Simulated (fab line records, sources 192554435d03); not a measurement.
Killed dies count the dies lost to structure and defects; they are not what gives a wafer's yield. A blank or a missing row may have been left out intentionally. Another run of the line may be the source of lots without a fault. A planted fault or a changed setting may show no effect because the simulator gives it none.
fab line records    flow n5_finfet
record: lots: 12  wafers: 35  last_day: 19
route steps=1938 shown BEOL_M3@984 PAD_METAL@1894 PASSIVATION@1931
lots that met no fault: taken from a fault-free run of the same line
start_h: hours from the record's first day to the start of the lot's first wafer shown    wait_h: hours from the lot's prior step to this one    " identical to the entry in the row above    L1.1+2: a row that stands for several wafers    - no value, or no start was given    * or withheld: withheld    < > ~ a bound
route shown NAME@n: NAME is a module with steps in the file, n the number in the route of the first one    usual: the fault-free wafers' mean and standard deviation    same: alike in all rows    chamber/n: place in a boat    sites: the reading at each site    _std_site: how widely they spread, as a standard deviation    _edge_site: mean of outer sites minus mean of inner sites    radius_mm: how far each site lies from the wafer's centre    mask NAME#n: copy n    behind: tool/chamber where the wafer was last shaped    hold: what put the lot on hold/how long, in hours/how the hold closed    device: whichever transistor did not switch (one of n, p or np)    end of line: the same wafers' tests at the end of the route    a step with no rows: only its recipe    killed: count of dies lost to structure and defects at first sort (not the wafer's yield)    map: dies across one wafer; x = killed, . = not, _ = none there
set.NAME: the setting as run; set.NAME@STEP: as run at that earlier step    model.NAME: the simulator's own value behind a step, which no gauge read
one table for each step of the route and one row for each wafer, over a sample of lots
services: when a tool's chamber went out of use (start_h, in hours from the record's first day, below 0 if earlier), for how many hours, and the reason
== steps ==
step: N5_BEOL_M3_HM_STRIP_39
recipe: chemistry: peroxide_tin_strip  material: TiN  target_depth_a: 250  temp_c: 50  time_s: 158
usual: temp_c: 50.01/0.11
lot.wafer  tool          chamber  start_h  wait_h  temp_c
L242.1     wet_bench-04  4        168.36   0.0     49.97
L242.3     "             1        "        "       50.03
L242.5     "             6        "        "       49.79
L243.1     wet_bench-04  5        181.61   0.0     49.99
L243.4     "             6        "        "       49.98
L243.6     "             3        "        "       50.09
L244.2     wet_bench-03  0        186.66   0.0     49.99
L244.3     "             3        "        "       49.79
L245.2     wet_bench-04  2        193.91   0.0     50.08
L245.3     "             3        "        "       50.04
L245.4     "             7        "        "       49.90
L246.1     wet_bench-04  0        203.62   0.0     49.98
L246.3     "             4        "        "       50.09
L246.6     "             7        "        "       49.98
L250.1     wet_bench-06  4        221.39   0.0     50.09
L250.3     "             3        "        "       50.26
L250.6     "             0        "        "       49.93
L252.3     wet_bench-06  2        231.13   0.0     50.03
L252.4     "             3        "        "       50.05
L252.6     "             7        "        "       49.94
L253.3     wet_bench-06  2        251.70   0.0     50.00
L253.5     "             0        "        "       50.05
L253.6     "             6        "        "       50.15
L259.1     wet_bench-04  3        274.72   0.0     49.95
L259.4     "             4        "        "       49.87
L259.6     "             2        "        "       49.94
L260.2     wet_bench-03  3        284.03   0.0     50.11
L260.3     "             4        "        "       49.88
L260.6     "             7        "        "       49.96
L262.3     wet_bench-03  4        287.50   0.0     49.95
L262.5     "             7        "        "       49.87
L262.6     "             5        "        "       49.87
L264.3     wet_bench-03  1        298.67   0.0     50.03
L264.4     "             0        "        "       50.04
L264.5     "             5        "        "       50.03
step: N5_PASSIVATION_PRE_CLEAN_19
recipe: gas: H2/He  time_s: *  temp_c: *
usual: heater_power_w: 473/30
lot.wafer  tool            chamber  start_h  wait_h  heater_power_w
L245.2     pvd_sputter-01  -        302.92   0.0     485
L245.3     "               -        "        "       467
L245.4     "               -        "        "       455
L244.2     pvd_sputter-02  -        303.74   0.0     468
L244.3     "               -        "        "       440
L242.1     pvd_sputter-03  -        304.20   0.0     452
L242.3     "               -        "        "       453
L242.5     "               -        "        "       448
L243.1     pvd_sputter-03  -        312.44   0.0     441
L243.4     "               -        "        "       438
L243.6     "               -        "        "       442
L246.1     pvd_sputter-01  -        327.60   0.0     479
L246.3     "               -        "        "       453
L246.6     "               -        "        "       481
L250.1     pvd_sputter-03  -        341.53   0.0     435
L250.3     "               -        "        "       507
L250.6     "               -        "        "       448
L252.3     pvd_sputter-02  -        366.99   0.0     436
L252.4     "               -        "        "       465
L252.6     "               -        "        "       529
L253.3     pvd_sputter-01  -        371.57   0.0     482
L253.5     "               -        "        "       443
L253.6     "               -        "        "       474
L259.1     pvd_sputter-03  -        402.28   0.0     520
L259.4     "               -        "        "       450
L259.6     "               -        "        "       449
L260.2     pvd_sputter-03  -        406.56   0.0     501
L260.3     "               -        "        "       432
L260.6     "               -        "        "       449
L262.3     pvd_sputter-01  -        428.53   0.0     454
L262.5     "               -        "        "       446
L262.6     "               -        "        "       459
L264.3     pvd_sputter-03  -        446.33   0.0     520
L264.4     "               -        "        "       448
L264.5     "               -        "        "       437
step: N5_PASSIVATION_STRIP_48
recipe: chemistry: O2  power_w: 600  temp_c: 60  pressure_mtorr: 30  rf_frequency_hz: 6e+07  bias_power_w: 0  overash_fraction: 0.5  o2_flow_sccm: 225
usual: drypump_motor_current_A: 5.6/0.51  oes_product_au: 0.80/0.071  rf_vpp_V: 3.6/2.8  showerhead_plenum_p_Torr: 2.10/0.077  temp_c: 60.00/0.14  throttle_valve_pct: 16.64/0.23
lot.wafer  tool         chamber  start_h  wait_h  drypump_motor_current_A  oes_product_au  rf_hours_counter_h  rf_vpp_V  showerhead_plenum_p_Torr  temp_c  throttle_valve_pct
L245.2     rie_diel-04  1        306.53   0.1     5.7                      0.70            222                 3.2       1.99                      59.93   16.48
L245.3     "            3        "        "       5.8                      0.67            236                 3.8       2.07                      60.22   16.73
L245.4     "            0        "        "       5.0                      0.76            -                   2.0       2.02                      60.00   16.72
L244.2     rie_diel-06  3        306.72   0.1     4.9                      0.84            69                  2.2       2.21                      60.07   16.80
L244.3     "            2        "        "       5.3                      0.87            26                  1.8       2.15                      60.03   16.55
L242.1     rie_diel-06  3        307.68   0.1     4.9                      0.88            70                  6.9       2.21                      59.95   16.77
L242.3     "            1        "        "       5.9                      0.81            80                  0.4       2.20                      60.01   16.48
L242.5     "            0        "        "       5.2                      0.84            -                   14.7      2.12                      59.85   16.56
L243.1     rie_diel-03  2        315.55   0.1     5.6                      0.79            119                 7.4       2.03                      60.19   16.79
L243.4     "            1        "        "       6.2                      0.77            -                   0.0       2.08                      59.74   16.29
L243.6     "            2        "        "       5.6                      0.75            -                   0.7       2.03                      59.92   16.87
L246.1     rie_diel-06  3        331.50   0.1     4.9                      0.85            77                  5.8       2.21                      59.92   16.85
L246.3     "            0        "        "       5.3                      0.80            69                  5.4       2.12                      59.86   16.58
L246.6     "            0        "        "       5.3                      0.84            -                   2.7       2.12                      59.80   16.60
L250.1     rie_diel-03  1        344.65   0.1     6.3                      0.75            153                 3.9       2.07                      59.98   16.36
L250.3     "            0        "        "       5.2                      0.72            159                 7.7       2.17                      59.71   16.80
L250.6     "            1        "        "       6.3                      0.74            -                   7.6       2.07                      60.06   16.38
L252.3     rie_diel-06  3        370.05   0.1     5.0                      0.82            91                  1.1       2.20                      59.97   16.85
L252.4     "            0        "        "       5.3                      0.80            80                  7.5       2.11                      60.14   16.61
L252.6     "            2        "        "       5.4                      0.85            -                   3.8       2.14                      60.08   16.64
L253.3     rie_diel-04  3        375.43   0.1     5.7                      0.94            7                   1.5       2.06                      60.04   16.26
L253.5     "            2        "        "       6.8                      0.92            -                   1.0       2.04                      59.93   16.62
L253.6     "            1        "        "       5.8                      0.70            -                   2.8       1.98                      59.97   16.60
L259.1     rie_diel-06  3        405.40   0.1     4.9                      0.79            107                 1.7       2.20                      60.05   16.91
L259.4     "            2        "        "       5.4                      0.84            -                   1.7       2.14                      60.05   16.64
L259.6     "            1        "        "       5.9                      0.77            -                   4.5       2.19                      60.02   16.70
L260.2     rie_diel-04  3        410.34   0.1     5.8                      0.92            22                  0.9       2.06                      60.38   16.30
L260.3     "            1        "        "       5.7                      0.95            4                   4.2       2.24                      59.78   15.97
L260.6     "            1        "        "       5.7                      0.93            -                   0.9       2.24                      59.86   16.06
L262.3     rie_diel-03  0        432.47   0.1     5.2                      0.70            192                 1.3       2.15                      60.05   16.78
L262.5     "            2        "        "       5.5                      0.77            -                   0         2.02                      59.94   16.92
L262.6     "            3        "        "       5.6                      0.73            -                   4.9       1.99                      60.03   16.57
L264.3     rie_diel-04  3        449.99   0.1     5.8                      0.84            37                  0.4       2.05                      59.70   16.25
L264.4     "            2        "        "       6.8                      0.88            50                  3.3       2.03                      59.93   16.74
L264.5     "            3        "        "       5.8                      0.86            -                   6.1       2.05                      59.92   16.34
step: N5_PASSIVATION_PROBE_49
usual: defect_limited_yield: 91.2/1.4  killed_at_M0_to_M3: 34/9.4  killed_at_M4_up: 14/5.6  killed_at_contacts: 13/7.8  killed_at_front_end: 37/10  killed_at_other: 4/3.3  killed_dies: 103/17  killed_open: 68/13  killed_short: 33/8.2  sort_bin_5_function: 5.1/0.92  sort_bin_6_memory: 3.3/0.71  sort_bin_8_speed: 0.01/0.043  sort_n_pass: 1077/17  sort_yield_pct: 91.2/1.4
same: gross_dies: 1180  killed_at_back_side: 0  sort_bin_4_leakage[%]: 0
lot.wafer  tool       chamber  start_h  wait_h  defect_limited_yield[%]  killed_at_M0_to_M3  killed_at_M4_up  killed_at_contacts  killed_at_front_end  killed_at_other  killed_dies  killed_open  killed_short  sort_bin_5_function[%]  sort_bin_6_memory[%]  sort_bin_8_speed[%]  sort_n_pass  sort_yield_pct[%]
L246.1     prober-01  -        333.99   0.0     93.6                     25                  12               8                   29                   1                75           45           26            4.1                     2.1                   0                    1105         93.6
L246.3     prober-01  -        334.09   0.1     90.1                     24                  15               24                  51                   3                117          81           28            5.1                     4.2                   0                    1063         90.1
L246.6     prober-01  -        334.24   0.3     89.8                     39                  27               19                  31                   4                120          75           37            5.8                     3.5                   0                    1060         89.8
L250.1     prober-02  -        347.14   0.0     93.0                     28                  9                10                  33                   3                83           59           24            4.1                     2.5                   0                    1097         93.0
L250.3     prober-02  -        347.24   0.1     91.3                     30                  9                6                   50                   8                103          62           37            5.1                     3.1                   0                    1077         91.3
L250.6     prober-02  -        347.39   0.3     90.6                     37                  13               10                  51                   0                111          75           27            5.6                     3.0                   0                    1069         90.6
L252.3     prober-02  -        372.64   0.1     83.0                     149                 10               16                  25                   1                201          67           32            11.0                    4.5                   0                    979          83.0
L252.4     prober-02  -        372.69   0.2     92.3                     36                  10               10                  34                   1                91           60           30            4.5                     3.1                   0                    1089         92.3
L252.6     prober-02  -        372.79   0.3     93.1                     34                  12               13                  20                   3                82           60           20            4.1                     2.6                   0                    1098         93.1
L253.3     prober-01  -        378.02   0.1     83.5                     145                 6                4                   37                   3                195          53           40            10.2                    4.7                   0                    985          83.5
L253.5     prober-01  -        378.12   0.2     92.0                     45                  14               7                   20                   8                94           69           25            5.1                     2.5                   0                    1086         92.0
L253.6     prober-01  -        378.17   0.3     91.7                     37                  12               12                  37                   0                98           61           32            5.3                     2.3                   0                    1082         91.7
L259.1     prober-01  -        407.89   0.0     88.7                     43                  12               25                  49                   4                133          72           61            6.6                     4.2                   0                    1047         88.7
L259.4     prober-01  -        408.04   0.2     89.7                     35                  22               19                  37                   8                121          86           34            5.6                     4.3                   0.08                 1058         89.7
L259.6     prober-01  -        408.14   0.3     86.4                     37                  12               25                  76                   10               160          107          52            7.1                     5.8                   0                    1020         86.4
L262.5     prober-01  -        435.16   0.2     91.4                     38                  14               18                  29                   2                101          74           24            4.7                     3.5                   0                    1079         91.4
killed by level:class
L246.1 GATE_CUT:geometric_particle:open=7 MOL_CONTACT_COAG:geometric_particle:open=6 FIN_SAQP:geometric_particle:open=5 BEOL_M1:geometric_particle:open=5 BEOL_M3:geometric_particle:open=5 BEOL_M4:geometric_particle:open=5 BEOL_M0_SAQP:geometric_particle:short=4 STARTING-WAFER:geometric_particle:short=4
L246.3 MOL_CONTACT_COAG:geometric_particle:open=21 FIN_SAQP:geometric_particle:open=15 GATE_CUT:geometric_particle:short=8 BEOL_M0_SAQP:geometric_particle:open=7 BEOL_M3:geometric_particle:open=6 STI_FIN_REVEAL:geometric_particle:open=5 HKMG_FIN:area_etch=5 STARTING-WAFER:geometric_particle:open=4
L246.6 MOL_CONTACT_COAG:geometric_particle:open=17 BEOL_M3:geometric_particle:open=9 BEOL_M0_SAQP:geometric_particle:open=8 BEOL_M4:geometric_particle:short=7 BEOL_M4:geometric_particle:open=6 DUMMY_GATE:geometric_particle:open=6 HKMG_FIN:area_etch=6 FIN_SAQP:geometric_particle:open=5
L250.1 STI_FIN_REVEAL:geometric_particle:open=10 MOL_CONTACT_COAG:geometric_particle:open=9 BEOL_M0_SAQP:geometric_particle:open=6 BEOL_M1:geometric_particle:open=6 FIN_SAQP:geometric_particle:open=5 BEOL_M3:geometric_particle:open=5 FIN_SAQP:geometric_particle:short=4 BEOL_M2:geometric_particle:open=4
L250.3 STI_FIN_REVEAL:geometric_particle:open=15 BEOL_M0_SAQP:geometric_particle:open=12 BEOL_M0_SAQP:geometric_particle:short=11 ILD0:geometric_particle:short=5 MOL_CONTACT_COAG:geometric_particle:open=5 FIN_SAQP:geometric_particle:short=4 ILD0:geometric_particle:open=4 STARTING-WAFER:geometric_particle:short=4
L250.6 STI_FIN_REVEAL:geometric_particle:open=16 BEOL_M0_SAQP:geometric_particle:open=12 MOL_CONTACT_COAG:geometric_particle:open=9 BEOL_M0_SAQP:geometric_particle:short=9 HKMG_FIN:area_etch=9 DUMMY_GATE:geometric_particle:open=6 BEOL_M2:geometric_particle:open=6 BEOL_M4:geometric_particle:open=5
L252.3 BEOL_M3:unspecified=97 BEOL_M3:geometric_particle:open=17 BEOL_M0_SAQP:geometric_particle:short=16 MOL_CONTACT_COAG:geometric_particle:open=15 BEOL_M0_SAQP:geometric_particle:open=6 GATE_CUT:geometric_particle:short=5 GATE_CUT:geometric_particle:open=4 BEOL_M3:geometric_particle:short=4
L252.4 MOL_CONTACT_COAG:geometric_particle:open=8 BEOL_M3:geometric_particle:open=8 BEOL_M0_SAQP:geometric_particle:short=7 BEOL_M0_SAQP:geometric_particle:open=6 STI_FIN_REVEAL:geometric_particle:open=5 STARTING-WAFER:geometric_particle:open=5 GATE_CUT:geometric_particle:open=4 BEOL_M2:geometric_particle:open=4
L252.6 MOL_CONTACT_COAG:geometric_particle:open=12 BEOL_M0_SAQP:geometric_particle:open=9 BEOL_M3:geometric_particle:open=8 FIN_SAQP:geometric_particle:open=5 BEOL_M2:geometric_particle:open=5 BEOL_M1:geometric_particle:open=4 BEOL_M6:geometric_particle:open=4 ILD0:geometric_particle:short=3
L253.3 BEOL_M3:unspecified=102 BEOL_M0_SAQP:geometric_particle:short=14 BEOL_M0_SAQP:geometric_particle:open=13 FIN_SAQP:geometric_particle:open=11 FIN_SAQP:geometric_particle:short=5 BEOL_M1:geometric_particle:open=5 GATE_CUT:geometric_particle:short=5 BEOL_M0:geometric_particle:short=4
L253.5 BEOL_M0_SAQP:geometric_particle:open=17 BEOL_M0_SAQP:geometric_particle:short=12 BEOL_M4:geometric_particle:open=9 BEOL_M1:geometric_particle:open=7 MOL_CONTACT_COAG:geometric_particle:open=6 STI_FIN_REVEAL:geometric_particle:open=5 FIN_SAQP:geometric_particle:open=4 BEOL_M3:geometric_particle:open=4
L253.6 MOL_CONTACT_COAG:geometric_particle:open=11 STI_FIN_REVEAL:geometric_particle:open=10 BEOL_M0_SAQP:geometric_particle:open=10 BEOL_M1:geometric_particle:open=7 BEOL_M2:geometric_particle:open=7 FIN_SAQP:geometric_particle:short=6 BEOL_M5:geometric_particle:open=6 BEOL_M0_SAQP:geometric_particle:short=6
L259.1 FIN_SAQP:geometric_particle:short=21 BEOL_M0_SAQP:geometric_particle:short=16 MOL_CONTACT_COAG:geometric_particle:open=16 BEOL_M0_SAQP:geometric_particle:open=13 MOL_CONTACT_COAG:geometric_particle:short=9 STI_FIN_REVEAL:geometric_particle:open=8 BEOL_M3:geometric_particle:open=5 BEOL_M0:geometric_particle:open=5
L259.4 MOL_CONTACT_COAG:geometric_particle:open=16 FIN_SAQP:geometric_particle:open=11 BEOL_M0_SAQP:geometric_particle:open=7 BEOL_M2:geometric_particle:open=7 BEOL_M0_SAQP:geometric_particle:short=6 BEOL_M4:geometric_particle:open=6 FIN_SAQP:geometric_particle:short=5 BEOL_M7:geometric_particle:open=5
L259.6 MOL_CONTACT_COAG:geometric_particle:open=19 FIN_SAQP:geometric_particle:open=18 STI_FIN_REVEAL:geometric_particle:open=16 FIN_SAQP:geometric_particle:short=15 BEOL_M0_SAQP:geometric_particle:open=10 BEOL_M0_SAQP:geometric_particle:short=10 DUMMY_GATE:geometric_particle:open=7 BEOL_M2:geometric_particle:open=7
L262.5 MOL_CONTACT_COAG:geometric_particle:open=16 BEOL_M2:geometric_particle:open=12 BEOL_M1:geometric_particle:open=11 STI_FIN_REVEAL:geometric_particle:open=7 FIN_SAQP:geometric_particle:open=6 BEOL_M4:geometric_particle:open=6 BEOL_M0_SAQP:geometric_particle:short=5 BEOL_M4:geometric_particle:short=4
== services ==
tool            chamber  start_h  hours  kind
pvd_sputter-03  -        145.92   3.1    repair
rie_diel-04     3        166.11   2.1    repair
pvd_sputter-02  -        183.42   2.3    repair
rie_diel-06     -        202.66   1.0    repair
rie_diel-06     2        215.81   -      clean
rie_diel-06     2        215.81   -      consumable_replace:focus_ring
rie_diel-06     2        215.81   15.1   scheduled_down
rie_diel-06     2        215.81   15.1   vent_cycle
rie_diel-03     1        265.87   8.3    repair
rie_diel-04     2        281.12   -      clean
rie_diel-04     2        281.12   -      consumable_replace:focus_ring
rie_diel-04     2        281.12   32.3   scheduled_down
rie_diel-04     2        281.12   32.3   vent_cycle
rie_diel-03     0        314.36   19.1   repair
rie_diel-03     1        319.35   9.5    repair
rie_diel-06     0        335.30   4.4    repair
rie_diel-03     3        338.59   11.0   repair
rie_diel-04     3        341.90   -      clean
rie_diel-04     2        358.26   6.6    repair
rie_diel-06     2        379.85   11.7   repair
rie_diel-03     2        380.00   12.7   repair
rie_diel-06     0        386.76   22.5   repair
rie_diel-03     2        394.52   8.1    repair
rie_diel-06     -        396.50   0.7    repair
== key ==
first_sign: step: N5_PASSIVATION_PROBE_49  reading: killed_at_M0_to_M3  direction: up  sigmas: 12  usual: 34  struck: 147
effect: step: N5_PASSIVATION_PROBE_49  reading: killed_dies  direction: up  sigmas: 5.6  usual: 103  struck: 198
more_kills_born_at: N5_BEOL_M3_HM_STRIP_39@wet_bench-06: 199
met_at N5_BEOL_M3_HM_STRIP_39
struck_lots L252,L253
struck_wafers L252.3,L253.3
not_acting_at N5_PASSIVATION_PRE_CLEAN_19,N5_PASSIVATION_STRIP_48
fault: kind: chamber_particle_source  tool: wet_bench-06  chamber: 2  onset_h: 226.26  steps: N5_BEOL_M3_HM_STRIP_39  rate_per_visit_cm2: 0.37549  end_h: 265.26
